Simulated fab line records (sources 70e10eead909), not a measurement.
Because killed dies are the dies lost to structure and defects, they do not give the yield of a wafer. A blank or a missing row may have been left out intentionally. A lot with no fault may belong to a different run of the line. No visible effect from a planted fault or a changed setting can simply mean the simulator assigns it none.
What tool caused it?    flow nand-harc    6 lots with 18 wafers sampled at 2 steps, on a route of 1159 steps

WHAT EACH GAUGE READ, for each wafer
NHARC_P_ZERO_WELL_INSPECT_43.
lot   measured     on                 raw-defect-count
L308  day 2 13:34  defect-inspect-02  15 15 15
L313  day 3 19:49  defect-inspect-01  14 20 17
L315  day 4 07:30  defect-inspect-02  18 18 21
L321  day 5 19:20  defect-inspect-01  927 938 919
L324  day 6 13:22  defect-inspect-01  915 920 867
L328  day 7 13:23  defect-inspect-02  7 10 3

WHAT TOOL EACH LOT RAN ON (gives the tool, then ch and the chambers of the sampled wafers, and finally the start)
lot   NHARC_P_ZERO_WELL_ETCH_65
L308  rie-diel-06 ch 0,1,3, day 2 07:29
L313  rie-diel-01 ch 0,3, day 3 13:30
L315  rie-diel-01 ch 0,3, day 4 01:23
L321  rie-diel-07 ch 1,2,3, day 5 13:29
L324  rie-diel-07 ch 0,1,2, day 6 07:22
L328  rie-diel-01 ch 0,1,3, day 7 07:21
- NHARC_P_ZERO_WELL_ETCH_65: etches the open film in N2/H2, target depth 80 nm, overetch 24 nm, time 87.88 s.

THE ANSWER, worked out from the rows above alone
Rule: the usual values come from the lots themselves. The widest of any qualifying gaps counts: lots, ordered by their means at a reading, are off when they make up no more than a third of the lots, leave a main group of 4 or more, and stand apart from it by 3 or more times the standard deviation of that group's means. If all means in a main group match to the digits the tables above print for the reading, that group is not used. Also off: a lot with no number at a reading for which 4 or more lots have one. Any other lot the step has rows for is counted as sound.
Off at NHARC_P_ZERO_WELL_INSPECT_43 (raw-defect-count): L321, L324. Main group: mean 14, sd 4.7.
A tool fits if, at a process step before that reading, it ran every lot that is off, and no sound lot after the first of them. Gauges at NHARC_P_ZERO_WELL_INSPECT_43: tried the same way as those tools. This does not decide it: 2 tools fit, namely rie-diel-07 at NHARC_P_ZERO_WELL_ETCH_65 and defect-inspect-01 at NHARC_P_ZERO_WELL_INSPECT_43.

WHAT WAS PUT IN BY THE SIMULATOR
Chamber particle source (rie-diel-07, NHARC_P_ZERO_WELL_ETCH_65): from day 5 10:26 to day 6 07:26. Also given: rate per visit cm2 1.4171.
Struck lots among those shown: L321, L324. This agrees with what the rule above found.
